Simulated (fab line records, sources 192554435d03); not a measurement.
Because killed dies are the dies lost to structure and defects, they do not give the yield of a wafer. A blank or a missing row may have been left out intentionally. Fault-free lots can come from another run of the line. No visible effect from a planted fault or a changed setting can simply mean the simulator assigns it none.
A struck lot beside a sound one ; flow n5 finfet ; 15 out of 1938 route steps
Sound: wafers L664.2, L664.3, L664.5. Wafers L676.1, L676.5 were the ones struck. Last of all comes the cause.
At each step with rows: each side's tool, then ch and its chambers, then its first start. Under that, the readings that differ: sound wafers ; struck wafers ; difference of the means ; sigmas: that difference in standard deviations of wafers without a fault.
alike: readings whose means differ by less than 2 such deviations, and words and numbers that are the same on both sides. not compared: withheld readings, readings that some wafer has no value for, bounds like >300 that may hide the same value, and numbers for which the record gives no deviation and whose values overlap.
Wherever a step has rows on one side only, a row that says differs or no value, or a row with sigmas, the two part there. Numbers that don't overlap but have no deviation are shown without sigmas and don't part them. A reading that every wafer of one side lacks parts them only if that side has two wafers or more.

first, 1 step without rows for these wafers: N5_BEOL_M4_DESCUM_33 (chemistry O2, time 7 s).
N5_BEOL_M4_ETCH_77: etches underlayer in N2/H2, target depth 6.5 nm, time 5.2 s.
  sound on rie diel-06 ch 0,2, day 7 16:59; struck on rie diel-01 ch 0,3, day 11 13:12
  alike: drypump motor current A, etch rf on time s, oes product au, rf vpp V, showerhead plenum p Torr, throttle valve pct
  not compared: rf hours counter h
N5_BEOL_M4_ETCH_69: etches SiARC in CF4, target depth 15.6 nm, time 26 s.
  sound on rie diel-06 ch 0,2, day 7 17:00; struck on rie diel-01 ch 0,3, day 11 13:13
  alike: drypump motor current A, etch rf on time s, oes product au, rf vpp V, showerhead plenum p Torr, throttle valve pct
  not compared: rf hours counter h
then, 2 steps without rows for these wafers: N5_BEOL_M4_ALD_98 (deposits SiO2, target thk 2.5 nm, pulse time 1 s, co reactant pulse time 1 s); N5_BEOL_M4_ETCHBACK_99 (etches SiO2 in CHF3, target depth 5 nm, time 10.4 s).
N5_BEOL_M4_ETCH_70: etches SOC in N2/H2, target depth 80 nm, overetch 24 nm, time 130 s.
  sound on rie diel-06 ch 0,2, day 7 18:12; struck on rie diel-06 ch 2, day 11 17:57
  alike: drypump motor current A, oes product au, rf vpp V, showerhead plenum p Torr, throttle valve pct
  not compared: rf hours counter h
then, 5 steps without rows for these wafers: N5_BEOL_M4_STRIP_71 (strips in N2/H2); N5_BEOL_M4_STRIP_78 (strips in N2/H2); N5_BEOL_M4_VIA_ETCH_34 (etches the open film in C4F6/O2, target depth 69.4 nm, time 65.9 s); N5_BEOL_M4_STRIP_83 (strips in C4F6/O2); N5_BEOL_M4_STRIP_36 (strips in N2/H2).
N5_BEOL_M4_TRENCH_ETCH_37: etches SiOC in C4F6/O2, target depth 55.555 nm, time 29.2 s.
  sound on rie diel-06 ch 0,2; struck on rie diel-06 ch 2
  alike: drypump motor current A, oes product au, rf vpp V, showerhead plenum p Torr, throttle valve pct
  not compared: rf hours counter h
N5_BEOL_M4_ETCH_41: etches SiCN in CH3F/O2, target depth 29.9 nm, time 52.5 s.
  sound on rie diel-06 ch 0,2, day 7 18:26; struck on rie diel-06 ch 2, day 11 18:11
reading;sound;struck;difference;sigmas
oes product au (a.u.);0.72 0.87 0.87;1.04 1.05;+0.22;+3
model.etch.depth nm (nm);19.67 20.94 20.76;29.04 29.1;+8.61;
  alike: drypump motor current A, rf vpp V, showerhead plenum p Torr, throttle valve pct
  not compared: rf hours counter h
N5_BEOL_M4_STRIP_97: strips in N2/H2, time 10 s.
  sound on rie diel-06 ch 0,2; struck on rie diel-06 ch 2
  alike: drypump motor current A, oes product au, rf vpp V, showerhead plenum p Torr, throttle valve pct
  not compared: rf hours counter h
N5_BEOL_M4_RC_MEAS_101:
  sound on prober-02 ch 0, day 7 22:41; struck on prober-01 ch 0, day 11 23:21
reading;sound;struck;difference;sigmas
DIBL_P (mV/V);33 32 32;41 39;+8;+2
SS_N (mV/dec);70.7 70.3 70.1;72.4 71.8;+1.7;+2
  alike: DIBL_N, IOFF_N, IOFF_P, ION_N, ION_P, SS_P, VT_N, VT_P

WHERE THEY PART
Last at N5_BEOL_M4_RC_MEAS_101 as far as this record goes, first at N5_BEOL_M4_ETCH_41.

WHY: what had been put in by the simulator
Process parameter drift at N5_BEOL_M4_ETCH_41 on rie diel-06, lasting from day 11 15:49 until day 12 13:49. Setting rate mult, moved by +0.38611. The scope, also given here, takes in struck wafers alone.
